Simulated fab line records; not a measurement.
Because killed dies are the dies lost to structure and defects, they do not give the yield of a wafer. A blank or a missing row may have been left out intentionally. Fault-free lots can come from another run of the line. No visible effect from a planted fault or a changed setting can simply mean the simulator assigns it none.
fab line records	flow n5-finfet
record lots=7	wafers=21	last-day=17
route steps=1938 shown HKMG_FIN@427 BEOL_M4@1111
lots that met no fault: taken from a fault-free run of the same line
start-h: start of the lot's first displayed wafer, in hours after the record's first day	wait-h: hours from the lot's prior step to this one	" the same as in the row above	L1.1+2: a row that stands for several wafers	- no value, or no start was given	* or withheld: withheld	< > ~ a bound
route shown NAME@n: NAME is a module with steps in the file, n the number in the route of the first one	usual: mean/standard deviation of fault-free wafers	same: alike in all rows	chamber/n: place in a boat	sites: each site's reading	_std_site: the standard deviation of these	_edge_site: inner sites' mean taken away from outer sites' mean	radius-mm: for every site, how far away it sits from the centre of the wafer	mask NAME#n: copy n	behind: tool/chamber where the wafer was last shaped	hold: why the lot went on hold/how many hours it stayed there/how the hold came to an end	device: whichever transistor did not switch (one of n, p or np)	end of line: the same wafers' tests at the end of the route	a step with no rows: only its recipe	killed: the dies lost at the first sort to structure and to defects; this is not the yield of the wafer	map: shows each die of a wafer: x if killed, . if not, _ if none is there
set.NAME: the run value of the setting; set.NAME@STEP: its run value at that earlier step	model.NAME: the simulator's own value behind a step, which no gauge read
certain route steps with their lots: each step a table, each wafer a row
services: when a tool's chamber went out of use (start-h, in hours from the record's first day, below 0 if earlier), for how many hours, and the reason
## steps
# step N5_HKMG_FIN_EXPOSE_09
# recipe mask-id=NWFM	na=1.35	source-shape=conventional	sigma-outer=0.8	polarization=unpolarized	dose-mj=39.25
# step N5_HKMG_FIN_PEB_10
# recipe peb-temp-c=withheld	peb-time-s=60	resist=CAR-ArF
# step N5_HKMG_FIN_DEVELOP_11
# recipe develop-time-s=30	developer=TMAH	resist=CAR-ArF	dev-temp-c=23	rinse-liquid=diw	dry=air-spin
# step N5_HKMG_FIN_CD_MEAS_12
# recipe target-cd-nm=92.8	landing-energy-ev=500	detector=se-inlens
# usual cd-nm=92.7/0.61
lot.wafer	tool	chamber	start-h	wait-h	cd-nm
L545.1	cd-sem-02	0	73.33	-	92.6
L545.4	"	0	"	"	93.3
L545.5	"	0	"	"	92.1
L551.1	cd-sem-03	0	112.30	-	93.6
L551.4	"	0	"	"	93.3
L551.6	"	0	"	"	92.4
L559.1	cd-sem-02	0	160.10	-	92.3
L559.2	"	0	"	"	92.2
L559.4	"	0	"	"	92.2
L560.4	cd-sem-02	0	164.95	-	93.1
L560.5	"	0	"	"	93.3
L560.6	"	0	"	"	93.7
L561.1	cd-sem-01	0	170.72	-	91.7
L561.5	"	0	"	"	93.1
L561.6	"	0	"	"	92.0
L562.3	cd-sem-02	0	176.10	-	92.3
L562.5	"	0	"	"	92.7
L562.6	"	0	"	"	92.6
L564.2	cd-sem-02	0	188.61	-	93.4
L564.4	"	0	"	"	92.6
L564.6	"	0	"	"	92.2
# step N5_HKMG_FIN_OVL_MEAS_13
# recipe points-per-wafer=44
# usual NWFM_OVL=0.3/0.58
# same points-per-wafer=44
lot.wafer	tool	chamber	start-h	wait-h	NWFM_OVL[nm]
L545.1	overlay-01	0	73.36	0.0	0.1
L545.4	"	0	"	"	-0.2
L545.5	"	0	"	"	-0.2
L551.1	overlay-02	0	112.33	0.0	1.6
L551.4	"	0	"	"	-0.1
L551.6	"	0	"	"	-0.1
L559.1	overlay-01	0	160.13	0.0	1.4
L559.2	"	0	"	"	1.1
L559.4	"	0	"	"	0.8
L560.4	overlay-01	0	164.98	0.0	0.8
L560.5	"	0	"	"	-0.7
L560.6	"	0	"	"	0.6
L561.1	overlay-02	0	170.75	0.0	0.1
L561.5	"	0	"	"	0.1
L561.6	"	0	"	"	0.4
L562.3	overlay-02	0	176.12	0.0	0.9
L562.5	"	0	"	"	0.7
L562.6	"	0	"	"	0.1
L564.2	overlay-02	0	188.64	0.0	0.1
L564.4	"	0	"	"	0.3
L564.6	"	0	"	"	0.7
# step N5_HKMG_FIN_INSPECT_14
# recipe mode=adi	inspect-instrument=macro
# usual raw-defect-count=2.0/1.5
lot.wafer	tool	chamber	start-h	wait-h	raw-defect-count
L545.1	defect-inspect-02	-	73.39	0.0	3
L545.4	"	-	"	"	0
L545.5	"	-	"	"	6
L551.1	defect-inspect-01	-	112.35	0.0	4
L551.4	"	-	"	"	2
L551.6	"	-	"	"	1
L559.1	defect-inspect-02	-	160.15	0.0	1
L559.2	"	-	"	"	1
L559.4	"	-	"	"	3
L560.4	defect-inspect-02	-	165.01	0.0	1
L560.5	"	-	"	"	2
L560.6	"	-	"	"	2
L561.1	defect-inspect-02	-	170.77	0.0	0
L561.5	"	-	"	"	2
L561.6	"	-	"	"	3
L562.3	defect-inspect-02	-	176.15	0.0	4
L562.5	"	-	"	"	2
L562.6	"	-	"	"	1
L564.2	defect-inspect-01	-	188.66	0.0	1
L564.4	"	-	"	"	5
L564.6	"	-	"	"	5
# step N5_HKMG_FIN_DESCUM_17
# recipe chemistry=O2	time-s=7.9	source-power-w=50	bias-power-w=20	pressure-mtorr=20	rf-frequency-hz=2.712e+07	temp-c=40	resist=CAR-ArF	o2-flow-sccm=225
# usual drypump-motor-current-A=5.9/0.55	oes-product-au=0.78/0.069	rf-vpp-V=243.0/1.2	showerhead-plenum-p-Torr=2.08/0.06	temp-c=40.00/0.12	throttle-valve-pct=20.5/0.31
lot.wafer	tool	chamber	start-h	wait-h	drypump-motor-current-A	oes-product-au	rf-hours-counter-h	rf-vpp-V	showerhead-plenum-p-Torr	temp-c	throttle-valve-pct
L545.1	rie-diel-02	2	73.42	0.0	5.8	0.79	136	245.4	2.18	40.09	20.4
L545.4	"	0	"	"	5.6	0.76	203	245.4	2.18	40.08	20.8
L545.5	"	2	"	"	5.8	0.79	-	244.7	2.18	40.05	20.4
L551.1	rie-diel-04	1	112.39	0.0	6.0	0.72	195	244.2	2.10	39.99	20.9
L551.4	"	2	"	"	6.2	0.91	26	241.6	2.04	40.05	20.0
L551.6	"	2	"	"	6.1	0.91	-	243.4	2.04	39.89	20.0
L559.1	rie-diel-02	0	160.18	0.0	5.6	0.72	232	244.0	2.17	40.02	20.8
L559.2	"	2	"	"	5.8	0.76	169	243.4	2.17	40.04	20.4
L559.4	"	1	"	"	6.6	0.74	158	244.4	2.08	39.86	20.6
L560.4	rie-diel-04	1	165.04	0.0	6.0	0.71	212	244.2	2.09	39.98	20.9
L560.5	"	0	"	"	6.8	0.72	-	242.5	1.99	39.91	20.8
L560.6	"	3	"	"	5.3	0.76	-	243.5	2.01	39.92	20.6
L561.1	rie-diel-02	1	170.80	0.0	6.6	0.73	162	243.0	2.08	39.78	20.6
L561.5	"	3	"	"	5.0	0.73	-	242.6	2.06	39.97	20.7
L561.6	"	0	"	"	5.6	0.71	-	242.9	2.17	40.17	20.8
L562.3	rie-diel-04	3	176.18	0.0	5.3	0.75	165	242.7	2.01	39.93	20.6
L562.5	"	3	"	"	5.3	0.75	-	241.6	2.01	39.93	20.6
L562.6	"	0	"	"	6.8	0.71	-	243.7	1.99	39.90	20.8
L564.2	rie-diel-01	3	188.69	0.0	6.2	0.81	65	243.0	2.11	39.89	19.9
L564.4	"	1	"	"	5.4	0.81	75	243.7	2.15	40.25	20.4
L564.6	"	0	"	"	5.3	0.85	-	242.4	2.13	39.75	20.4
# step N5_HKMG_FIN_ETCH_31
# recipe chemistry=CF4	target=SiARC	target-depth-a=455	mask-material=CAR-ArF	time-s=75.8	ion-energy-ev=80	pressure-mtorr=40	source-w=545	bias-w=36	Ar_flow_sccm=100	cf4-flow-sccm=100	ends=cleared
# usual drypump-motor-current-A=5.9/0.55	etch-rf-on-time-s=75.7/1.7	oes-product-au=0.67/0.059	rf-vpp-V=183.9/1.1	showerhead-plenum-p-Torr=2.12/0.057	throttle-valve-pct=15.70/0.29
lot.wafer	tool	chamber	start-h	wait-h	drypump-motor-current-A	etch-rf-on-time-s	oes-product-au	rf-hours-counter-h	rf-vpp-V	showerhead-plenum-p-Torr	throttle-valve-pct
L545.1	rie-diel-02	2	73.46	0.0	5.8	73.2	0.67	136	184.9	2.22	15.52
L545.4	"	0	"	"	5.6	77.3	0.62	203	185.5	2.21	15.90
L545.5	"	2	"	"	5.9	72.7	0.68	-	185.8	2.22	15.53
L551.1	rie-diel-04	1	112.42	0.0	6.0	76.3	0.62	195	183.7	2.13	15.99
L551.4	"	2	"	"	6.2	73.3	0.78	26	182.8	2.09	15.29
L551.6	"	2	"	"	6.1	73.0	0.78	-	184.9	2.09	15.27
L559.1	rie-diel-02	0	160.22	0.0	5.6	78.8	0.60	232	186.0	2.20	15.94
L559.2	"	2	"	"	5.8	74.5	0.66	169	183.4	2.21	15.61
L559.4	"	1	"	"	6.6	75.0	0.62	158	183.4	2.14	15.84
L560.4	rie-diel-04	1	165.07	0.0	6.0	78.1	0.60	212	185.3	2.12	16.01
L560.5	"	0	"	"	6.8	77.7	0.61	-	182.4	2.04	15.96
L560.6	"	3	"	"	5.3	76.3	0.64	-	182.7	2.06	15.81
L561.1	rie-diel-02	1	170.84	0.0	6.6	75.1	0.62	162	185.5	2.14	15.85
L561.5	"	3	"	"	5.1	74.1	0.63	-	184.0	2.14	16.07
L561.6	"	0	"	"	5.6	79.0	0.60	-	183.9	2.20	15.97
L562.3	rie-diel-04	3	176.22	0.0	5.3	77.5	0.64	165	183.5	2.06	15.79
L562.5	"	3	"	"	5.3	77.3	0.65	-	185.4	2.06	15.83
L562.6	"	0	"	"	6.8	77.6	0.61	-	182.7	2.03	15.99
L564.2	rie-diel-01	3	188.73	0.0	6.3	77.7	0.68	65	184.2	2.17	15.16
L564.4	"	1	"	"	5.4	76.0	0.69	75	183.9	2.17	15.49
L564.6	"	0	"	"	5.3	76.7	0.73	-	184.7	2.17	15.54
# step N5_HKMG_FIN_ETCH_32
# recipe chemistry=N2/H2	target=SOC	target-depth-a=2400	temp-c=40	time-s=300	ion-energy-ev=200	mask-material=SiARC	pressure-mtorr=30	source-w=840	bias-w=150	n2-flow-sccm=200	h2-flow-sccm=200
# usual drypump-motor-current-A=5.9/0.55	oes-product-au=0.78/0.068	rf-vpp-V=523.3/2.1	showerhead-plenum-p-Torr=2.52/0.073	temp-c=40.00/0.12	throttle-valve-pct=17.9/0.32
lot.wafer	tool	chamber	start-h	wait-h	drypump-motor-current-A	oes-product-au	rf-hours-counter-h	rf-vpp-V	showerhead-plenum-p-Torr	temp-c	throttle-valve-pct
L545.1	rie-diel-02	2	73.51	0.0	5.9	0.81	136	526.9	2.65	39.96	17.7
L545.4	"	0	"	"	5.6	0.73	203	525.4	2.64	39.94	18.2
L545.5	"	2	"	"	5.8	0.81	-	527.2	2.65	39.92	17.7
L551.1	rie-diel-04	1	112.48	0.0	6.0	0.73	195	524.0	2.53	39.75	18.3
L551.4	"	2	"	"	6.2	0.91	26	523.1	2.49	39.87	17.5
L551.6	"	2	"	"	6.1	0.92	-	522.4	2.49	39.95	17.5
L559.1	rie-diel-02	0	160.28	0.0	5.6	0.70	232	526.4	2.63	39.94	18.2
L559.2	"	2	"	"	5.8	0.77	169	526.8	2.64	40.03	17.8
L559.4	"	1	"	"	6.6	0.73	158	522.7	2.54	40.03	18.2
L560.4	rie-diel-04	1	165.13	0.0	6.0	0.71	213	523.8	2.52	40.12	18.3
L560.5	"	0	"	"	6.8	0.72	-	519.9	2.40	40.03	18.1
L560.6	"	3	"	"	5.3	0.76	-	520.6	2.44	40.08	18.1
L561.1	rie-diel-02	1	170.89	0.0	6.6	0.73	162	523.9	2.54	40.02	18.2
L561.5	"	3	"	"	5.0	0.73	-	523.8	2.54	39.89	18.3
L561.6	"	0	"	"	5.6	0.69	-	525.8	2.62	40.03	18.2
L562.3	rie-diel-04	3	176.27	0.0	5.3	0.76	165	520.2	2.44	39.97	18.1
L562.5	"	3	"	"	5.3	0.75	-	520.4	2.44	40.03	18.1
L562.6	"	0	"	"	6.8	0.71	-	520.2	2.40	40.17	18.1
L564.2	rie-diel-01	3	188.78	0.0	6.2	0.79	65	526.3	2.59	39.94	17.5
L564.4	"	1	"	"	5.5	0.80	75	524.6	2.58	39.94	17.6
L564.6	"	0	"	"	5.3	0.85	-	524.5	2.56	39.96	17.6
# step N5_HKMG_FIN_STRIP_33
# recipe chemistry=N2/H2	temp-c=40	n2-flow-sccm=200	h2-flow-sccm=200	rf-frequency-hz=6e+07
# step N5_HKMG_FIN_STRIP_34
# recipe chemistry=CF4	resist=SiARC	power-w=300	bias-power-w=75	pressure-mtorr=50	cf4-flow-sccm=150	rf-frequency-hz=6e+07
# usual bias-power-w=74.97/0.22	cf4-flow-sccm=150.0/0.41	drypump-motor-current-A=5.8/0.55	oes-product-au=0.77/0.063	rf-vpp-V=270.8/1.3	showerhead-plenum-p-Torr=1.78/0.047	throttle-valve-pct=13.7/0.31
lot.wafer	tool	chamber	start-h	wait-h	bias-power-w	cf4-flow-sccm	drypump-motor-current-A	oes-product-au	rf-hours-counter-h	rf-vpp-V	showerhead-plenum-p-Torr	throttle-valve-pct
L545.1	rie-diel-02	2	73.70	0.0	74.85	149.8	5.8	0.77	136	272.5	1.86	13.5
L545.4	"	0	"	"	74.84	149.9	5.6	0.74	203	271.9	1.86	13.9
L545.5	"	2	"	"	74.86	150.4	5.8	0.77	-	272.6	1.86	13.5
L551.1	rie-diel-04	1	112.67	0.0	74.79	149.7	6.0	0.73	195	272.1	1.79	14.0
L551.4	"	2	"	"	75.16	150.2	6.1	0.88	26	270.2	1.76	13.3
L551.6	"	2	"	"	75.16	150.3	6.1	0.88	-	270.9	1.76	13.3
L559.1	rie-diel-02	0	160.47	0.0	74.81	150.4	5.6	0.71	233	271.3	1.85	14.0
L559.2	"	2	"	"	74.89	149.7	5.9	0.75	169	272.7	1.85	13.6
L559.4	"	1	"	"	75.07	150.9	6.6	0.71	158	271.8	1.79	13.8
L560.4	rie-diel-04	1	165.32	0.0	75.13	150.5	6.0	0.72	213	271.8	1.79	14.0
L560.5	"	0	"	"	75.14	149.7	6.8	0.71	-	269.2	1.70	13.9
L560.6	"	3	"	"	74.90	149.9	5.3	0.75	-	269.9	1.72	13.8
L561.1	rie-diel-02	1	171.09	0.0	74.86	150.5	6.6	0.71	162	271.0	1.79	13.8
L561.5	"	3	"	"	75.02	150.5	5.0	0.72	-	271.8	1.80	14.1
L561.6	"	0	"	"	74.91	149.5	5.6	0.71	-	271.7	1.85	14.0
L562.3	rie-diel-04	3	176.46	0.0	75.05	150.0	5.3	0.75	165	270.7	1.72	13.8
L562.5	"	3	"	"	75.09	150.4	5.3	0.75	-	269.4	1.72	13.8
L562.6	"	0	"	"	74.73	149.5	6.8	0.71	-	269.2	1.70	14.0
L564.2	rie-diel-01	3	188.97	0.0	74.83	150.0	6.2	0.80	65	272.8	1.81	13.1
L564.4	"	1	"	"	75.27	150.2	5.4	0.80	75	271.3	1.81	13.4
L564.6	"	0	"	"	75.01	150.3	5.3	0.86	-	271.6	1.80	13.5
# step N5_HKMG_FIN_ETCH_35
# recipe chemistry=N2/H2	target=SOC	target-depth-a=2158	ion-energy-ev=65	bias-w=5	source-w=3000	time-s=243.4	pressure-mtorr=30	n2-flow-sccm=200	h2-flow-sccm=200
# usual drypump-motor-current-A=5.9/0.55	oes-product-au=0.78/0.069	rf-vpp-V=141.5/1.1	showerhead-plenum-p-Torr=2.52/0.073	throttle-valve-pct=17.9/0.32
lot.wafer	tool	chamber	start-h	wait-h	drypump-motor-current-A	oes-product-au	rf-hours-counter-h	rf-vpp-V	showerhead-plenum-p-Torr	throttle-valve-pct
L545.1	rie-diel-02	2	73.72	0.0	5.9	0.80	136	142.9	2.65	17.7
L545.4	"	0	"	"	5.6	0.73	203	142.7	2.64	18.2
L545.5	"	2	"	"	5.8	0.80	-	143.3	2.65	17.7
L551.1	rie-diel-04	1	112.69	0.0	6.0	0.72	195	141.5	2.53	18.3
L551.4	"	2	"	"	6.1	0.92	26	141.4	2.49	17.5
L551.6	"	2	"	"	6.1	0.92	-	140.6	2.49	17.5
L559.1	rie-diel-02	0	160.49	0.0	5.6	0.70	233	142.4	2.63	18.2
L559.2	"	2	"	"	5.9	0.76	169	140.8	2.64	17.8
L559.4	"	1	"	"	6.6	0.73	158	140.9	2.54	18.2
L560.4	rie-diel-04	1	165.34	0.0	6.0	0.71	213	141.0	2.52	18.3
L560.5	"	0	"	"	6.8	0.72	-	140.2	2.40	18.1
L560.6	"	3	"	"	5.3	0.75	-	139.6	2.44	18.1
L561.1	rie-diel-02	1	171.11	0.0	6.6	0.72	162	140.5	2.54	18.2
L561.5	"	3	"	"	5.0	0.73	-	141.6	2.54	18.4
L561.6	"	0	"	"	5.6	0.69	-	142.7	2.62	18.2
L562.3	rie-diel-04	3	176.48	0.0	5.3	0.75	165	140.7	2.44	18.1
L562.5	"	3	"	"	5.3	0.75	-	141.3	2.44	18.1
L562.6	"	0	"	"	6.8	0.71	-	142.2	2.40	18.1
L564.2	rie-diel-01	3	188.99	0.0	6.2	0.79	65	143.1	2.59	17.5
L564.4	"	1	"	"	5.4	0.81	75	141.7	2.58	17.6
L564.6	"	0	"	"	5.3	0.85	-	141.0	2.56	17.6
# step N5_HKMG_FIN_STRIP_92
# recipe chemistry=N2/H2	material=SOC	time-s=20	power-w=500	temp-c=40	pressure-mtorr=50	rf-frequency-hz=6e+07	bias-power-w=8	h2-frac=0.5	n2-flow-sccm=300	h2-flow-sccm=300
# usual bias-power-w=8.001/0.024	chamber-pressure-mTorr=50.00/0.045	drypump-motor-current-A=5.9/0.55	oes-product-au=0.78/0.072	rf-vpp-V=54.1/0.79	showerhead-plenum-p-Torr=3.33/0.092	temp-c=40.01/0.11	throttle-valve-pct=19.1/0.47
lot.wafer	tool	chamber	start-h	wait-h	bias-power-w	chamber-pressure-mTorr	drypump-motor-current-A	oes-product-au	rf-hours-counter-h	rf-vpp-V	showerhead-plenum-p-Torr	temp-c	throttle-valve-pct	model.SOC_of_HKMG_FIN_COAT_29.thk-nm
L545.1	rie-diel-02	2	73.87	0.1	8.027	49.96	5.8	0.79	136	54.3	3.50	40.04	18.7	64.6
L545.4	"	0	"	"	8.039	49.98	5.6	0.74	203	54.0	3.48	40.15	19.4	80.2
L545.5	"	2	"	"	7.975	49.97	5.8	0.80	-	54.0	3.50	40.00	18.7	65
L551.1	rie-diel-04	1	112.84	0.1	7.996	49.96	6.0	0.73	195	53.0	3.34	39.82	19.7	75.4
L551.4	"	2	"	"	8.006	50.06	6.2	0.94	26	53.9	3.29	40.17	18.6	62.4
L551.6	"	2	"	"	8.014	50.03	6.2	0.93	-	53.8	3.29	40.07	18.6	64.4
L559.1	rie-diel-02	0	160.64	0.1	-	-	-	-	-	-	-	-	-	93
L559.2	"	2	"	"	-	-	-	-	-	-	-	-	-	81.8
L559.4	"	1	"	"	-	-	-	-	-	-	-	-	-	82.2
L560.4	rie-diel-04	1	165.49	0.1	-	-	-	-	-	-	-	-	-	89.8
L560.5	"	0	"	"	-	-	-	-	-	-	-	-	-	87.2
L560.6	"	3	"	"	-	-	-	-	-	-	-	-	-	87.4
L561.1	rie-diel-02	1	171.25	0.1	-	-	-	-	-	-	-	-	-	83.2
L561.5	"	3	"	"	-	-	-	-	-	-	-	-	-	80.4
L561.6	"	0	"	"	-	-	-	-	-	-	-	-	-	95.6
L562.3	rie-diel-04	3	176.63	0.1	8.007	50.03	5.3	0.75	165	54.7	3.23	39.87	19.5	76.4
L562.5	"	3	"	"	8.034	50.02	5.4	0.75	-	54.3	3.23	39.96	19.5	77.2
L562.6	"	0	"	"	8.016	49.97	6.8	0.71	-	53.6	3.18	39.92	19.2	80.4
L564.2	rie-diel-01	3	189.14	0.1	7.922	50.02	6.2	0.81	65	54.5	3.42	39.89	18.7	80.8
L564.4	"	1	"	"	8.031	50.02	5.4	0.81	75	54.0	3.40	40.10	18.6	78
L564.6	"	0	"	"	8.039	49.99	5.3	0.87	-	55.1	3.38	40.00	18.4	78.4
# step N5_HKMG_FIN_WET_ETCH_18
# recipe chemistry=SC1	target=TiN	mix=1:1:5	temp-c=*	time-s=55	target-depth-nm=5.2	dry=ipa-marangoni	rinse-time-s=30	rinse-temp-c=23
# step N5_BEOL_M4_RC_MEAS_101
# usual DIBL_N=36.4/1.7	DIBL_P=36.4/2.1	IOFF_N=0.16/0.035	IOFF_P=0.21/0.035	ION_N=680/11	ION_P=465/6.8	SS_N=71.5/0.58	SS_P=73.2/0.72	VT_N=249/3.6	VT_P=-250/3.1
lot.wafer	tool	chamber	start-h	wait-h	DIBL_N[mV/V]	DIBL_P[mV/V]	IOFF_N[nA/um]	IOFF_P[nA/um]	ION_N[uA/um]	ION_P[uA/um]	SS_N[mV/dec]	SS_P[mV/dec]	VT_N[mV]	VT_P[mV]
L545.1	prober-02	0	179.95	0.0	36.9	33.9	0.14	0.15	669	454	71.6	73.0	252	-256
L545.4	"	0	"	"	37.0	34.7	0.13	0.17	674	463	71.0	72.5	253	-257
L545.5	"	0	"	"	36.3	34.0	0.13	0.16	675	455	71.1	73.0	253	-254
L551.1	prober-01	0	214.30	0.0	36.1	35.9	0.15	0.24	676	472	71.9	72.8	250	-246
L551.4	"	0	"	"	38.2	38.6	0.20	0.29	692	477	72.0	74.6	244	-247
L551.6	"	0	"	"	36.8	36.1	0.17	0.24	691	473	71.5	73.3	249	-245
L559.1	prober-01	0	256.36	0.0	38.0	39.4	0.18	0.23	689	468	71.3	74.0	247	-252
L559.2	"	0	"	"	36.8	37.1	0.15	0.18	663	451	71.1	73.1	253	-254
L559.4	"	0	"	"	35.9	36.7	0.14	0.18	674	464	70.7	73.3	251	-253
L560.4	prober-02	0	261.21	0.5	31.2	31.1	0.10	0.14	662	459	70.3	71.5	254	-257
L560.5	"	0	"	"	33.8	34.0	0.12	0.16	668	455	70.9	72.2	253	-256
L560.6	"	0	"	"	33.3	34.3	0.13	0.17	671	464	70.7	72.3	251	-252
L561.1	prober-01	0	268.45	0.0	36.0	36.6	0.15	0.19	662	455	71.2	73.0	252	-254
L561.5	"	0	"	"	35.1	35.7	0.15	0.19	676	466	69.8	72.7	251	-251
L561.6	"	0	"	"	34.2	34.0	0.12	0.16	676	461	70.7	72.3	257	-254
L562.3	prober-02	0	273.73	0.3	36.0	37.0	0.15	0.21	673	468	71.5	72.6	249	-248
L562.5	"	0	"	"	36.6	38.2	0.16	0.22	677	466	71.3	73.0	250	-249
L562.6	"	0	"	"	34.9	35.5	0.12	0.18	669	461	71.4	72.3	255	-250
L564.2	prober-01	0	296.90	0.2	40.0	37.8	0.22	0.26	697	471	72.5	74.2	245	-247
L564.4	"	0	"	"	36.0	32.5	0.14	0.18	663	458	71.5	72.3	251	-254
L564.6	"	0	"	"	36.9	34.8	0.17	0.21	686	470	71.1	73.2	246	-251
## services
tool	chamber	start-h	hours	kind
rie-diel-04	3	59.49	4.5	repair
rie-diel-02	3	62.52	4.2	repair
rie-diel-04	0	143.65	8.5	repair
## key
first-sign step=N5_HKMG_FIN_STRIP_92	reading=tool-record	direction=missing
effect none on later readings
model-effect step=N5_HKMG_FIN_STRIP_92	value=SOC_of_HKMG_FIN_COAT_29.thk-nm	without=76.51	struck=86.73
met-at N5_HKMG_FIN_STRIP_92
struck-wafers L559.1,L559.2,L559.4,L560.4,L560.5,L560.6,L561.1,L561.5,L561.6
onset-between 112.84 160.64
fault kind=skipped-step-whole	tool=rie-diel-02,rie-diel-04	chamber=-	onset-h=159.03	steps=N5_HKMG_FIN_STRIP_92	scope=struck-lots-only
